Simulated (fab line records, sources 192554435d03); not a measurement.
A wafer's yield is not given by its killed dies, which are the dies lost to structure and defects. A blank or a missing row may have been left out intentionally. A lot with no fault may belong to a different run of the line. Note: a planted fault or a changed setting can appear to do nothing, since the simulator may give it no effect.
Matching of chambers | flow n5-finfet | N5_GATE_CUT_HM_OPEN_40 on rie-diel-06 has 4 sister chambers
The step chemistry C4F6/O2, target SiO2, target depth 139 nm, time 85.1 s. 4 wafers are shown with their chamber, then 10 later ones without.

WAFERS WITH THEIR CHAMBER
wafer  | chamber | showerhead-plenum-p-Torr (Torr)
L083.5 | 2       | 2.89
L083.6 | 3       | 2.98
L084.1 | 0       | 2.94
L084.3 | 1       | 2.63

WAFERS WITH NO CHAMBER GIVEN
wafer  | showerhead-plenum-p-Torr (Torr)
L084.6 | 2.89
L088.1 | 2.97
L088.2 | 2.63
L088.5 | 2.88
L089.1 | 2.88
L089.3 | 2.94
L089.4 | 2.62
L094.1 | 2.88
L094.5 | 2.93
L094.6 | 2.62

WHICH CHAMBER EACH ONE RAN IN
wafer  | from the rows above | in truth
L084.6 | 2                   | 2
L088.1 | 3                   | 3
L088.2 | 1                   | 1
L088.5 | 2                   | 2
L089.1 | 2                   | 2
L089.3 | 0                   | 0
L089.4 | 1                   | 1
L094.1 | 2                   | 2
L094.5 | 0                   | 0
L094.6 | 1                   | 1
Placed correctly: 10 of 10. Number that these rows cannot place: 0. Wrongly placed: 0.
How it was worked out, from the rows above alone: a wafer's distance from a chamber is the root of the sum, over the readings, of the square of ((its reading less the chamber's mean) divided by the reading's scatter). If the next closest chamber is less than 2 further off than the closest, the wafer can't be placed; otherwise it belongs to the closest. Each chamber's mean is taken over the wafers shown for it. The scatter: with one shown wafer a chamber, the root of the mean of the squares of how far each hidden wafer lies from its nearest shown one.
